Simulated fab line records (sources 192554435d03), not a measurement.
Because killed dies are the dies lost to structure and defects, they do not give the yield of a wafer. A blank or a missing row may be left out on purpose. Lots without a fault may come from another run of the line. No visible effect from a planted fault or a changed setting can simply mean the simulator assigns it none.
Chamber matching | flow n5-finfet | N5_BEOL_M0_STRIP_142 on rie-diel-03: 4 sister chambers
The step strips in N2/H2, time 10 s. 7 wafers are shown with their chamber, then 8 later ones without.

WAFERS WITH THEIR CHAMBER
wafer  | chamber | throttle-valve-pct (%) | drypump-motor-current-A (A)
L074.4 | 1       | 24.15                  | 5.5
L080.5 | 0       | 23.52                  | 5.4
L082.1 | 0       | 23.53                  | 5.4
L083.2 | 2       | 23.60                  | 5.7
L083.4 | 3       | 23.75                  | 5.3
L083.5 | 2       | 23.61                  | 5.7
L094.3 | 3       | 23.76                  | 5.2

WAFERS WITH NO CHAMBER GIVEN
wafer  | throttle-valve-pct (%) | drypump-motor-current-A (A)
L094.5 | 23.55                  | 5.4
L094.6 | 23.78                  | 5.3
L095.1 | 23.83                  | 5.5
L095.2 | 23.77                  | 5.3
L095.3 | 23.64                  | 5.7
L096.1 | 23.83                  | 5.6
L096.3 | 23.56                  | 5.4
L096.4 | 23.64                  | 5.7

WHICH CHAMBER EACH ONE RAN IN
wafer  | from the rows above | in truth
L094.5 | 0                   | 0
L094.6 | 3                   | 3
L095.1 | 3                   | 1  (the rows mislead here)
L095.2 | 3                   | 3
L095.3 | 2                   | 2
L096.1 | 3                   | 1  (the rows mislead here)
L096.3 | 0                   | 0
L096.4 | 2                   | 2
6 of 8 placed correctly. From these rows, 0 cannot be placed. Placed wrongly: 2.
How it was worked out, from the rows above alone: a wafer's distance from a chamber is the root of the sum, over the readings, of the square of ((its reading less the chamber's mean) divided by the reading's scatter). If the next closest chamber is less than 2 further off than the closest, the wafer can't be placed; otherwise it belongs to the closest. Each chamber's mean is taken over the wafers shown for it. The scatter: the root of (the sum of the squares of (reading less its chamber's mean) over the shown wafers, divided by (wafers less chambers)).
